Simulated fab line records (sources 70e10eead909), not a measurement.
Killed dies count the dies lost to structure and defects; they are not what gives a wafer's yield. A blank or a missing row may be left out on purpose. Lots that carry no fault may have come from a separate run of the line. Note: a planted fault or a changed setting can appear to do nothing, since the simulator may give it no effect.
fab line records / flow nandHarc
record lots=6 wafers=18 lastDay=33
route steps=1302 shown A_WL_FILL@959 END@1302
lots that met no fault: from a run of the same line without faults
startH: hours from the record's opening day to when the first of the lot's shown wafers began / waitH: hours elapsed since this lot's preceding step / " as in the row above / L1.1+2: one row covering several wafers at once / - value missing, or start not given / * or withheld: withheld / < > ~ a bound
route shown NAME@n: names a module that has steps shown in the file, with the first one's number in the route / usual: the fault-free wafers' mean and standard deviation / same: alike in all rows / chamber/n: place in a boat / sites: per-site readings / _std_site: the values' standard deviation / _edge_site: inner sites' mean taken away from outer sites' mean / radiusMm: how far each site lies from the wafer's centre / mask NAME#n: copy n / behind: tool/chamber where the wafer was last shaped / hold: what put the lot on hold/how long, in hours/how the hold closed / device: the n, p or np transistor that did not switch / end of line: tests run on the same wafers once the route is complete / for a step that has no rows: nothing shown but its recipe / killed: not the wafer's yield, but the dies lost to structure and defects at the first sort / map: the dies of a wafer, with x for killed, . for not killed, _ for no die there
set.NAME: the run value of the setting; set.NAME@STEP: its run value at that earlier step / model.NAME: the simulator's own value behind a step, which no gauge read
lots at selected steps of the route; one table per step, one row per wafer
services: from which hour (startH, from the record's first day; less than 0 if before it) a tool's chamber was out of use, for how many hours, and why
## steps
# step NHARC_A_WL_FILL_STRIP_27
# recipe powerW=1500 tempC=250 timeS=20 chemistry=N2/H2
# usual drypumpMotorCurrentA=5.6/0.32 heaterPowerW=348/29
lot.wafer=L569.2 tool=plasmaAsher-01 chamber=1 startH=476.01 waitH=0.1 drypumpMotorCurrentA=5.6 heaterPowerW=332 rfHoursCounterH=27
lot.wafer=L569.3 tool=plasmaAsher-01 chamber=1 startH=476.01 waitH=0.1 drypumpMotorCurrentA=5.7 heaterPowerW=335 rfHoursCounterH=-
lot.wafer=L569.6 tool=plasmaAsher-01 chamber=1 startH=476.01 waitH=0.1 drypumpMotorCurrentA=5.7 heaterPowerW=333 rfHoursCounterH=-
lot.wafer=L571.2 tool=plasmaAsher-02 chamber=1 startH=489.05 waitH=0.2 drypumpMotorCurrentA=6.1 heaterPowerW=355 rfHoursCounterH=11
lot.wafer=L571.1 tool=plasmaAsher-02 chamber=0 startH=489.05 waitH=0.2 drypumpMotorCurrentA=5.3 heaterPowerW=408 rfHoursCounterH=11
lot.wafer=L571.3 tool=plasmaAsher-02 chamber=1 startH=489.05 waitH=0.2 drypumpMotorCurrentA=6.2 heaterPowerW=350 rfHoursCounterH=-
lot.wafer=L581.1 tool=plasmaAsher-02 chamber=1 startH=615.03 waitH=0.1 drypumpMotorCurrentA=6.1 heaterPowerW=347 rfHoursCounterH=0
lot.wafer=L581.4 tool=plasmaAsher-02 chamber=0 startH=615.03 waitH=0.1 drypumpMotorCurrentA=5.3 heaterPowerW=403 rfHoursCounterH=-
lot.wafer=L581.6 tool=plasmaAsher-02 chamber=0 startH=615.03 waitH=0.1 drypumpMotorCurrentA=5.3 heaterPowerW=390 rfHoursCounterH=-
lot.wafer=L583.1 tool=plasmaAsher-01 chamber=0 startH=621.94 waitH=0.1 drypumpMotorCurrentA=5.4 heaterPowerW=341 rfHoursCounterH=20
lot.wafer=L583.3 tool=plasmaAsher-01 chamber=0 startH=621.94 waitH=0.1 drypumpMotorCurrentA=5.4 heaterPowerW=327 rfHoursCounterH=-
lot.wafer=L583.6 tool=plasmaAsher-01 chamber=0 startH=621.94 waitH=0.1 drypumpMotorCurrentA=5.4 heaterPowerW=324 rfHoursCounterH=-
lot.wafer=L589.1 tool=plasmaAsher-02 chamber=1 startH=682.19 waitH=0.1 drypumpMotorCurrentA=6.1 heaterPowerW=339 rfHoursCounterH=14
lot.wafer=L589.3 tool=plasmaAsher-02 chamber=1 startH=682.19 waitH=0.1 drypumpMotorCurrentA=6.1 heaterPowerW=351 rfHoursCounterH=-
lot.wafer=L589.6 tool=plasmaAsher-02 chamber=1 startH=682.19 waitH=0.1 drypumpMotorCurrentA=6.1 heaterPowerW=348 rfHoursCounterH=-
lot.wafer=L591.1 tool=plasmaAsher-02 chamber=1 startH=699.04 waitH=0.1 drypumpMotorCurrentA=6.1 heaterPowerW=339 rfHoursCounterH=19
lot.wafer=L591.3 tool=plasmaAsher-02 chamber=0 startH=699.04 waitH=0.1 drypumpMotorCurrentA=5.3 heaterPowerW=393 rfHoursCounterH=-
lot.wafer=L591.5 tool=plasmaAsher-02 chamber=0 startH=699.04 waitH=0.1 drypumpMotorCurrentA=5.3 heaterPowerW=395 rfHoursCounterH=-
# step NHARC_A_WL_FILL_STRIP_28
# recipe timeS=1200 tempC=72.5 chemistry=postEtchResidueRemover
# step NHARC_A_WL_FILL_PRECLEAN_06
# recipe timeS=300 chemistry=DIW
# step NHARC_A_WL_FILL_SRD_07
# step NHARC_A_WL_FILL_ANNEAL_08
# recipe tempC=450 timeS=1800
# step NHARC_A_WL_FILL_ALD_10
# recipe targetThkA=500 pulseTimeS=10 aldCycles=500 tempC=300 material=SiO2
# usual heaterPowerW=470/42 precursorPulseHeightRel=1.001/0.022
lot.wafer=L569.3 tool=aldHk-03 chamber=3 startH=483.82 waitH=0.0 heaterPowerW=488 precursorPulseHeightRel=1.014
lot.wafer=L569.2 tool=aldHk-03 chamber=0 startH=483.82 waitH=0.0 heaterPowerW=461 precursorPulseHeightRel=1.008
lot.wafer=L569.6 tool=aldHk-03 chamber=0 startH=486.41 waitH=2.6 heaterPowerW=452 precursorPulseHeightRel=1.000
lot.wafer=L571.3 tool=aldHk-02 chamber=2 startH=495.33 waitH=0.6 heaterPowerW=525 precursorPulseHeightRel=1.033
lot.wafer=L571.2 tool=aldHk-02 chamber=3 startH=495.33 waitH=0.6 heaterPowerW=415 precursorPulseHeightRel=0.933
lot.wafer=L571.1 tool=aldHk-02 chamber=0 startH=495.33 waitH=0.6 heaterPowerW=522 precursorPulseHeightRel=0.967
lot.wafer=L581.1 tool=aldHk-02 chamber=2 startH=620.89 waitH=0.1 heaterPowerW=505 precursorPulseHeightRel=1.000
lot.wafer=L581.4 tool=aldHk-02 chamber=1 startH=622.46 waitH=1.6 heaterPowerW=438 precursorPulseHeightRel=1.009
lot.wafer=L581.6 tool=aldHk-02 chamber=2 startH=622.46 waitH=1.6 heaterPowerW=496 precursorPulseHeightRel=1.023
lot.wafer=L583.3 tool=aldHk-03 chamber=0 startH=626.82 waitH=0.1 heaterPowerW=450 precursorPulseHeightRel=1.022
lot.wafer=L583.1 tool=aldHk-03 chamber=1 startH=626.82 waitH=0.1 heaterPowerW=435 precursorPulseHeightRel=0.970
lot.wafer=L583.6 tool=aldHk-03 chamber=1 startH=629.39 waitH=2.6 heaterPowerW=426 precursorPulseHeightRel=0.981
lot.wafer=L589.1 tool=aldHk-03 chamber=0 startH=688.64 waitH=0.6 heaterPowerW=446 precursorPulseHeightRel=0.990
lot.wafer=L589.3 tool=aldHk-03 chamber=1 startH=688.64 waitH=0.6 heaterPowerW=430 precursorPulseHeightRel=1.024
lot.wafer=L589.6 tool=aldHk-03 chamber=3 startH=690.16 waitH=2.1 heaterPowerW=492 precursorPulseHeightRel=1.027
lot.wafer=L591.3 tool=aldHk-04 chamber=3 startH=704.95 waitH=0.6 heaterPowerW=418 precursorPulseHeightRel=1.029
lot.wafer=L591.1 tool=aldHk-04 chamber=0 startH=704.95 waitH=0.6 heaterPowerW=441 precursorPulseHeightRel=0.972
lot.wafer=L591.5 tool=aldHk-04 chamber=3 startH=706.98 waitH=2.6 heaterPowerW=422 precursorPulseHeightRel=0.978
# step NHARC_A_WL_FILL_ETCHBACK_16
# recipe targetDepthA=1200 timeS=24 c4f8FlowSccm=withheld o2FlowSccm=8 arFlowSccm=withheld rfW=600 biasW=800 chemistry=C4F8/O2/Ar
# step NHARC_A_WL_FILL_STRIP_29
# recipe timeS=20 o2FlowSccm=500 arFlowSccm=0 biasW=0 chemistry=O2
# usual drypumpMotorCurrentA=5.7/0.41 o2FlowSccm=499.9/1.5 oesProductAu=1.000/0.0099 rfVppV=57.7/1 showerheadPlenumPTorr=3.56/0.12 throttleValvePct=17.037/0.0089
lot.wafer=L569.3 tool=rieDiel-12 chamber=1 startH=488.58 waitH=0.1 drypumpMotorCurrentA=5.3 o2FlowSccm=501.0 oesProductAu=0.990 rfHoursCounterH=1.3 rfVppV=57.7 showerheadPlenumPTorr=3.51 throttleValvePct=17.034
lot.wafer=L569.2 tool=rieDiel-12 chamber=2 startH=488.58 waitH=0.1 drypumpMotorCurrentA=5.3 o2FlowSccm=499.5 oesProductAu=0.990 rfHoursCounterH=1.1 rfVppV=57.5 showerheadPlenumPTorr=3.36 throttleValvePct=17.030
lot.wafer=L569.6 tool=rieDiel-12 chamber=2 startH=488.58 waitH=0.1 drypumpMotorCurrentA=5.3 o2FlowSccm=496.9 oesProductAu=1.001 rfHoursCounterH=- rfVppV=56.9 showerheadPlenumPTorr=3.36 throttleValvePct=17.036
lot.wafer=L571.2 tool=rieDiel-12 chamber=2 startH=499.56 waitH=0.1 drypumpMotorCurrentA=5.3 o2FlowSccm=500.4 oesProductAu=0.986 rfHoursCounterH=1.5 rfVppV=58.0 showerheadPlenumPTorr=3.36 throttleValvePct=17.036
lot.wafer=L571.3 tool=rieDiel-12 chamber=0 startH=499.56 waitH=0.1 drypumpMotorCurrentA=5.8 o2FlowSccm=498.2 oesProductAu=1.014 rfHoursCounterH=1.8 rfVppV=57.8 showerheadPlenumPTorr=3.44 throttleValvePct=17.041
lot.wafer=L571.1 tool=rieDiel-12 chamber=1 startH=499.56 waitH=0.1 drypumpMotorCurrentA=5.3 o2FlowSccm=500.7 oesProductAu=0.993 rfHoursCounterH=1.7 rfVppV=57.1 showerheadPlenumPTorr=3.51 throttleValvePct=17.039
lot.wafer=L581.4 tool=rieDiel-05 chamber=1 startH=625.67 waitH=0.1 drypumpMotorCurrentA=6.1 o2FlowSccm=498.1 oesProductAu=0.994 rfHoursCounterH=0.7 rfVppV=56.6 showerheadPlenumPTorr=3.46 throttleValvePct=17.050
lot.wafer=L581.1 tool=rieDiel-05 chamber=3 startH=625.67 waitH=0.1 drypumpMotorCurrentA=6.2 o2FlowSccm=499.5 oesProductAu=0.990 rfHoursCounterH=0.7 rfVppV=57.0 showerheadPlenumPTorr=3.78 throttleValvePct=17.042
lot.wafer=L581.6 tool=rieDiel-05 chamber=1 startH=625.67 waitH=0.1 drypumpMotorCurrentA=6.1 o2FlowSccm=500.8 oesProductAu=0.988 rfHoursCounterH=- rfVppV=57.7 showerheadPlenumPTorr=3.46 throttleValvePct=17.042
lot.wafer=L583.1 tool=rieDiel-04 chamber=3 startH=631.55 waitH=0.1 drypumpMotorCurrentA=5.3 o2FlowSccm=496.5 oesProductAu=0.995 rfHoursCounterH=3.9 rfVppV=58.8 showerheadPlenumPTorr=3.72 throttleValvePct=17.033
lot.wafer=L583.3 tool=rieDiel-04 chamber=1 startH=631.55 waitH=0.1 drypumpMotorCurrentA=5.5 o2FlowSccm=499.9 oesProductAu=1.015 rfHoursCounterH=4.5 rfVppV=58.8 showerheadPlenumPTorr=3.62 throttleValvePct=17.042
lot.wafer=L583.6 tool=rieDiel-04 chamber=3 startH=631.55 waitH=0.1 drypumpMotorCurrentA=5.3 o2FlowSccm=500.3 oesProductAu=1.003 rfHoursCounterH=- rfVppV=58.8 showerheadPlenumPTorr=3.72 throttleValvePct=17.014
lot.wafer=L589.1 tool=rieDiel-04 chamber=2 startH=692.83 waitH=0.1 drypumpMotorCurrentA=6.4 o2FlowSccm=500.5 oesProductAu=1.010 rfHoursCounterH=7.6 rfVppV=56.8 showerheadPlenumPTorr=3.51 throttleValvePct=17.049
lot.wafer=L589.3 tool=rieDiel-04 chamber=3 startH=692.83 waitH=0.1 drypumpMotorCurrentA=5.3 o2FlowSccm=500.9 oesProductAu=0.996 rfHoursCounterH=7.3 rfVppV=57.1 showerheadPlenumPTorr=3.72 throttleValvePct=17.040
lot.wafer=L589.6 tool=rieDiel-04 chamber=1 startH=692.83 waitH=0.1 drypumpMotorCurrentA=5.5 o2FlowSccm=500.4 oesProductAu=1.014 rfHoursCounterH=- rfVppV=57.9 showerheadPlenumPTorr=3.61 throttleValvePct=17.041
lot.wafer=L591.3 tool=rieDiel-12 chamber=0 startH=709.16 waitH=0.1 drypumpMotorCurrentA=5.8 o2FlowSccm=499.4 oesProductAu=1.008 rfHoursCounterH=2.5 rfVppV=54.9 showerheadPlenumPTorr=3.44 throttleValvePct=17.048
lot.wafer=L591.1 tool=rieDiel-12 chamber=1 startH=709.16 waitH=0.1 drypumpMotorCurrentA=5.3 o2FlowSccm=501.7 oesProductAu=1.015 rfHoursCounterH=2.0 rfVppV=57.1 showerheadPlenumPTorr=3.51 throttleValvePct=17.030
lot.wafer=L591.5 tool=rieDiel-12 chamber=3 startH=709.16 waitH=0.1 drypumpMotorCurrentA=5.8 o2FlowSccm=500.4 oesProductAu=1.009 rfHoursCounterH=- rfVppV=57.2 showerheadPlenumPTorr=3.68 throttleValvePct=17.053
# step NHARC_A_WL_FILL_ETCHBACK_17
# recipe targetDepthA=40 timeS=26.7 chemistry=Cl2/BCl3
# usual drypumpMotorCurrentA=5.8/0.55 oesProductAu=0.994/0.0087
lot.wafer=L569.2 tool=rieMetal-03 chamber=1 startH=488.69 waitH=- drypumpMotorCurrentA=6.7 oesProductAu=0.985 rfHoursCounterH=2.4
lot.wafer=L569.3 tool=rieMetal-03 chamber=0 startH=488.69 waitH=- drypumpMotorCurrentA=6.0 oesProductAu=0.997 rfHoursCounterH=-
lot.wafer=L569.6 tool=rieMetal-03 chamber=1 startH=488.69 waitH=- drypumpMotorCurrentA=6.7 oesProductAu=0.978 rfHoursCounterH=-
lot.wafer=L571.2 tool=rieMetal-02 chamber=0 startH=499.64 waitH=- drypumpMotorCurrentA=4.9 oesProductAu=0.994 rfHoursCounterH=1.1
lot.wafer=L571.1 tool=rieMetal-02 chamber=1 startH=499.64 waitH=- drypumpMotorCurrentA=5.6 oesProductAu=1.002 rfHoursCounterH=1.1
lot.wafer=L571.3 tool=rieMetal-02 chamber=1 startH=499.64 waitH=- drypumpMotorCurrentA=5.6 oesProductAu=0.998 rfHoursCounterH=-
lot.wafer=L581.1 tool=rieMetal-02 chamber=1 startH=625.76 waitH=- drypumpMotorCurrentA=5.6 oesProductAu=1.004 rfHoursCounterH=3.2
lot.wafer=L581.4 tool=rieMetal-02 chamber=1 startH=625.76 waitH=- drypumpMotorCurrentA=5.6 oesProductAu=0.995 rfHoursCounterH=-
lot.wafer=L581.6 tool=rieMetal-02 chamber=1 startH=625.76 waitH=- drypumpMotorCurrentA=5.6 oesProductAu=0.999 rfHoursCounterH=-
lot.wafer=L583.1 tool=rieMetal-01 chamber=1 startH=631.65 waitH=- drypumpMotorCurrentA=6.2 oesProductAu=0.988 rfHoursCounterH=0.5
lot.wafer=L583.3 tool=rieMetal-01 chamber=0 startH=631.65 waitH=- drypumpMotorCurrentA=5.4 oesProductAu=0.995 rfHoursCounterH=-
lot.wafer=L583.6 tool=rieMetal-01 chamber=0 startH=631.65 waitH=- drypumpMotorCurrentA=5.4 oesProductAu=0.985 rfHoursCounterH=-
lot.wafer=L589.1 tool=rieMetal-02 chamber=0 startH=692.91 waitH=- drypumpMotorCurrentA=4.9 oesProductAu=1.001 rfHoursCounterH=0.5
lot.wafer=L589.3 tool=rieMetal-02 chamber=0 startH=692.91 waitH=- drypumpMotorCurrentA=4.9 oesProductAu=1.006 rfHoursCounterH=-
lot.wafer=L589.6 tool=rieMetal-02 chamber=1 startH=692.91 waitH=- drypumpMotorCurrentA=5.6 oesProductAu=0.996 rfHoursCounterH=-
lot.wafer=L591.1 tool=rieMetal-01 chamber=1 startH=709.26 waitH=- drypumpMotorCurrentA=6.2 oesProductAu=0.982 rfHoursCounterH=2.1
lot.wafer=L591.3 tool=rieMetal-01 chamber=1 startH=709.26 waitH=- drypumpMotorCurrentA=6.2 oesProductAu=0.991 rfHoursCounterH=-
lot.wafer=L591.5 tool=rieMetal-01 chamber=1 startH=709.26 waitH=- drypumpMotorCurrentA=6.2 oesProductAu=0.983 rfHoursCounterH=-
# step NHARC_A_WL_FILL_PRECLEAN_18
# recipe timeS=30 chemistry=dHF
# step NHARC_A_WL_FILL_SRD_21
# step NHARC_A_WL_FILL_CVD_23
# recipe targetThkA=400 tempC=620 pressureMtorr=200 timeS=800 material=poly-Si
# usual runLengthS=801.3/0.48
lot.wafer=L569.2 tool=lpcvdPoly-01 chamber=0 startH=491.34 waitH=2.4 runLengthS=800.7
lot.wafer=L569.3 tool=lpcvdPoly-01 chamber=0 startH=491.34 waitH=2.4 runLengthS=800.7
lot.wafer=L569.6 tool=lpcvdPoly-01 chamber=0 startH=491.34 waitH=2.4 runLengthS=800.7
lot.wafer=L571.1 tool=lpcvdPoly-01 chamber=0 startH=502.28 waitH=2.4 runLengthS=801.4
lot.wafer=L571.2 tool=lpcvdPoly-01 chamber=0 startH=502.28 waitH=2.4 runLengthS=801.4
lot.wafer=L571.3 tool=lpcvdPoly-01 chamber=0 startH=502.28 waitH=2.4 runLengthS=801.4
lot.wafer=L581.1 tool=lpcvdPoly-01 chamber=0 startH=628.55 waitH=2.4 runLengthS=609.2
lot.wafer=L581.4 tool=lpcvdPoly-01 chamber=0 startH=628.55 waitH=2.4 runLengthS=609.2
lot.wafer=L581.6 tool=lpcvdPoly-01 chamber=0 startH=628.55 waitH=2.4 runLengthS=609.2
lot.wafer=L583.1 tool=lpcvdPoly-01 chamber=0 startH=634.90 waitH=3.1 runLengthS=609.3
lot.wafer=L583.3 tool=lpcvdPoly-01 chamber=0 startH=634.90 waitH=3.1 runLengthS=609.3
lot.wafer=L583.6 tool=lpcvdPoly-01 chamber=0 startH=634.90 waitH=3.1 runLengthS=609.3
lot.wafer=L589.1 tool=lpcvdPoly-01 chamber=0 startH=695.57 waitH=2.4 runLengthS=800.8
lot.wafer=L589.3 tool=lpcvdPoly-01 chamber=0 startH=695.57 waitH=2.4 runLengthS=800.8
lot.wafer=L589.6 tool=lpcvdPoly-01 chamber=0 startH=695.57 waitH=2.4 runLengthS=800.8
lot.wafer=L591.1 tool=lpcvdPoly-02 chamber=0 startH=711.79 waitH=2.3 runLengthS=801.5
lot.wafer=L591.3 tool=lpcvdPoly-02 chamber=0 startH=711.79 waitH=2.3 runLengthS=801.5
lot.wafer=L591.5 tool=lpcvdPoly-02 chamber=0 startH=711.79 waitH=2.3 runLengthS=801.5
# step NHARC_A_WL_FILL_ETCHBACK_26
# recipe targetDepthA=520 timeS=13.3 hbrFlowSccm=150 rfW=350 icpW=350 biasW=60 chemistry=HBr
# usual drypumpMotorCurrentA=5.8/0.36 hbrFlowSccm=149.9/0.47 oesProductAu=1.002/0.0093 throttleValvePct=23.267/0.0093
lot.wafer=L569.3 tool=rieSi-06 chamber=0 startH=493.96 waitH=0.4 drypumpMotorCurrentA=5.6 hbrFlowSccm=149.3 oesProductAu=1.004 rfHoursCounterH=0.3 throttleValvePct=23.279
lot.wafer=L569.2 tool=rieSi-06 chamber=1 startH=493.96 waitH=0.4 drypumpMotorCurrentA=5.3 hbrFlowSccm=149.9 oesProductAu=1.012 rfHoursCounterH=0.3 throttleValvePct=23.261
lot.wafer=L569.6 tool=rieSi-06 chamber=1 startH=493.96 waitH=0.4 drypumpMotorCurrentA=5.3 hbrFlowSccm=149.7 oesProductAu=1.001 rfHoursCounterH=- throttleValvePct=23.269
lot.wafer=L571.2 tool=rieSi-06 chamber=3 startH=504.84 waitH=0.4 drypumpMotorCurrentA=6.3 hbrFlowSccm=150.5 oesProductAu=1.013 rfHoursCounterH=0.4 throttleValvePct=23.252
lot.wafer=L571.1 tool=rieSi-06 chamber=0 startH=504.84 waitH=0.4 drypumpMotorCurrentA=5.6 hbrFlowSccm=150.4 oesProductAu=1.011 rfHoursCounterH=0.4 throttleValvePct=23.264
lot.wafer=L571.3 tool=rieSi-06 chamber=1 startH=504.84 waitH=0.4 drypumpMotorCurrentA=5.3 hbrFlowSccm=149.8 oesProductAu=0.998 rfHoursCounterH=0.4 throttleValvePct=23.263
lot.wafer=L581.1 tool=rieSi-06 chamber=0 startH=631.14 waitH=0.4 drypumpMotorCurrentA=5.6 hbrFlowSccm=150.6 oesProductAu=1.018 rfHoursCounterH=0.1 throttleValvePct=23.259
lot.wafer=L581.4 tool=rieSi-06 chamber=1 startH=631.14 waitH=0.4 drypumpMotorCurrentA=5.3 hbrFlowSccm=149.9 oesProductAu=1.002 rfHoursCounterH=0.1 throttleValvePct=23.258
lot.wafer=L581.6 tool=rieSi-06 chamber=0 startH=631.14 waitH=0.4 drypumpMotorCurrentA=5.6 hbrFlowSccm=150.2 oesProductAu=1.004 rfHoursCounterH=- throttleValvePct=23.295
lot.wafer=L583.3 tool=rieSi-04 chamber=0 startH=637.52 waitH=0.4 drypumpMotorCurrentA=5.8 hbrFlowSccm=151.1 oesProductAu=0.992 rfHoursCounterH=0.6 throttleValvePct=23.252
lot.wafer=L583.1 tool=rieSi-04 chamber=1 startH=637.52 waitH=0.4 drypumpMotorCurrentA=5.8 hbrFlowSccm=149.3 oesProductAu=1.000 rfHoursCounterH=0.6 throttleValvePct=23.262
lot.wafer=L583.6 tool=rieSi-04 chamber=1 startH=637.52 waitH=0.4 drypumpMotorCurrentA=5.8 hbrFlowSccm=148.9 oesProductAu=0.996 rfHoursCounterH=- throttleValvePct=23.275
lot.wafer=L589.3 tool=rieSi-01 chamber=2 startH=698.20 waitH=0.4 drypumpMotorCurrentA=6.6 hbrFlowSccm=149.8 oesProductAu=0.980 rfHoursCounterH=1.1 throttleValvePct=23.270
lot.wafer=L589.1 tool=rieSi-01 chamber=0 startH=698.20 waitH=0.4 drypumpMotorCurrentA=5.5 hbrFlowSccm=150.4 oesProductAu=1.002 rfHoursCounterH=1.0 throttleValvePct=23.266
lot.wafer=L589.6 tool=rieSi-01 chamber=2 startH=698.20 waitH=0.4 drypumpMotorCurrentA=6.6 hbrFlowSccm=150.4 oesProductAu=0.991 rfHoursCounterH=- throttleValvePct=23.265
lot.wafer=L591.3 tool=rieSi-06 chamber=3 startH=714.38 waitH=0.4 drypumpMotorCurrentA=6.3 hbrFlowSccm=150.5 oesProductAu=1.016 rfHoursCounterH=0.6 throttleValvePct=23.264
lot.wafer=L591.1 tool=rieSi-06 chamber=0 startH=714.38 waitH=0.4 drypumpMotorCurrentA=5.6 hbrFlowSccm=149.8 oesProductAu=1.005 rfHoursCounterH=0.7 throttleValvePct=23.253
lot.wafer=L591.5 tool=rieSi-06 chamber=0 startH=714.38 waitH=0.4 drypumpMotorCurrentA=5.6 hbrFlowSccm=149.9 oesProductAu=1.004 rfHoursCounterH=- throttleValvePct=23.276
# step NHARC_END_SORT_01
# recipe tempC=25
# usual killedAtArray=63/17 killedAtOther=0.8/1.1 killedAtPeriphery=3.5/3 killedDies=67/17 killedOpen=3.1/1.6 killedShort=2.6/1.4
# same grossDies=677
lot.wafer=L583.1 tool=prober-02 chamber=0 startH=715.54 waitH=2.5 killedAtArray=57 killedAtOther=4 killedAtPeriphery=4 killedDies=65 killedOpen=4 killedShort=0
lot.wafer=L583.3 tool=prober-02 chamber=0 startH=717.13 waitH=3.1 killedAtArray=55 killedAtOther=3 killedAtPeriphery=2 killedDies=60 killedOpen=2 killedShort=4
lot.wafer=L583.6 tool=prober-02 chamber=0 startH=719.51 waitH=4.0 killedAtArray=45 killedAtOther=2 killedAtPeriphery=1 killedDies=48 killedOpen=4 killedShort=2
# killed by level:class
L583.1 A_CHANNEL_HOLE_D2:chamberFilmFlake=24 A_CHANNEL_HOLE_D1:chamberFilmFlake=12 A_CONTACT:chamberFilmFlake=7 A_SLIT:chamberFilmFlake=4 THIN_TSV:chamberFilmFlake=4 P_BONDPAD:chamberFilmFlake=2 A_CHANNEL_FILL_D2:chamberFilmFlake=2 A_CHANNEL_FILL_D1:geometricParticle:open=1
L583.3 A_CHANNEL_HOLE_D2:chamberFilmFlake=23 A_CHANNEL_HOLE_D1:chamberFilmFlake=8 A_SLIT:chamberFilmFlake=8 A_CONTACT:chamberFilmFlake=8 THIN_TSV:chamberFilmFlake=3 A_DECK1_JOINT:geometricParticle:short=1 A_CHANNEL_FILL_D2:geometricParticle:short=1 A_SLIT:geometricParticle:short=1
L583.6 A_CHANNEL_HOLE_D2:chamberFilmFlake=22 A_CONTACT:chamberFilmFlake=7 A_SLIT:chamberFilmFlake=4 A_CHANNEL_HOLE_D1:chamberFilmFlake=2 A_STAIRCASE:chamberFilmFlake=2 THIN_TSV:chamberFilmFlake=2 A_ONON_D1:geometricParticle:open=1 A_CHANNEL_FILL_D1:geometricParticle:short=1
## services
tool=rieMetal-02 chamber=- startH=454.00 hours=9.0 kind=pm
tool=rieMetal-02 chamber=1 startH=470.30 hours=1.0 kind=repair
tool=rieSi-06 chamber=2 startH=476.03 hours=5.9 kind=repair
tool=rieDiel-04 chamber=0 startH=500.63 hours=14.8 kind=repair
tool=rieMetal-02 chamber=0 startH=514.88 hours=4.5 kind=repair
tool=plasmaAsher-01 chamber=- startH=519.00 hours=9.0 kind=pm
tool=aldHk-02 chamber=- startH=528.84 hours=10.0 kind=pm
tool=rieSi-06 chamber=1 startH=536.79 hours=2.6 kind=repair
tool=lpcvdPoly-01 chamber=- startH=566.00 hours=26.0 kind=pm
tool=aldHk-03 chamber=- startH=568.69 hours=10.0 kind=pm
tool=rieMetal-02 chamber=0 startH=590.84 hours=45.2 kind=repair
tool=plasmaAsher-02 chamber=- startH=603.00 hours=9.0 kind=pm
tool=rieSi-06 chamber=- startH=603.00 hours=9.0 kind=pm
tool=rieDiel-12 chamber=3 startH=603.86 hours=2.5 kind=repair
tool=rieMetal-02 chamber=1 startH=606.01 hours=19.0 kind=repair
tool=rieDiel-12 chamber=- startH=622.40 hours=9.0 kind=pm
tool=rieMetal-02 chamber=- startH=631.00 hours=9.0 kind=pm
tool=rieSi-06 chamber=2 startH=671.29 hours=4.1 kind=repair
tool=rieDiel-12 chamber=1 startH=671.80 hours=7.7 kind=repair
tool=rieSi-06 chamber=3 startH=678.13 hours=18.6 kind=repair
tool=rieMetal-02 chamber=- startH=678.97 hours=1.0 kind=repair
tool=rieDiel-12 chamber=- startH=686.61 hours=1.1 kind=repair
tool=aldHk-03 chamber=- startH=704.18 hours=0.9 kind=repair
tool=aldHk-03 chamber=- startH=706.36 hours=0.6 kind=repair
## key
firstSign step=NHARC_A_WL_FILL_CVD_23 reading=runLengthS direction=down sigmas=99+ usual=* struck=*
effect none on later readings
metAt NHARC_A_WL_FILL_CVD_23
struckWafers L581.1,L581.4,L581.6,L583.1,L583.3,L583.6
testerLeftOut L581,L583
onsetBetween 502.28 628.55
fault kind=processParameterDrift tool=lpcvdPoly-01 chamber=- onsetH=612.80 steps=NHARC_A_WL_FILL_CVD_23 channel=timeS offset=* shape=step endH=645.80 actsIn=* stated=*
# testerLeftOut: of these lots the tester's yield and bins aren't shown, on N5 and GAA mostly nor the transistor test; their killed dies are dies lost to structure and defects alone, not to doping, threshold or leakage, so they don't give the yield
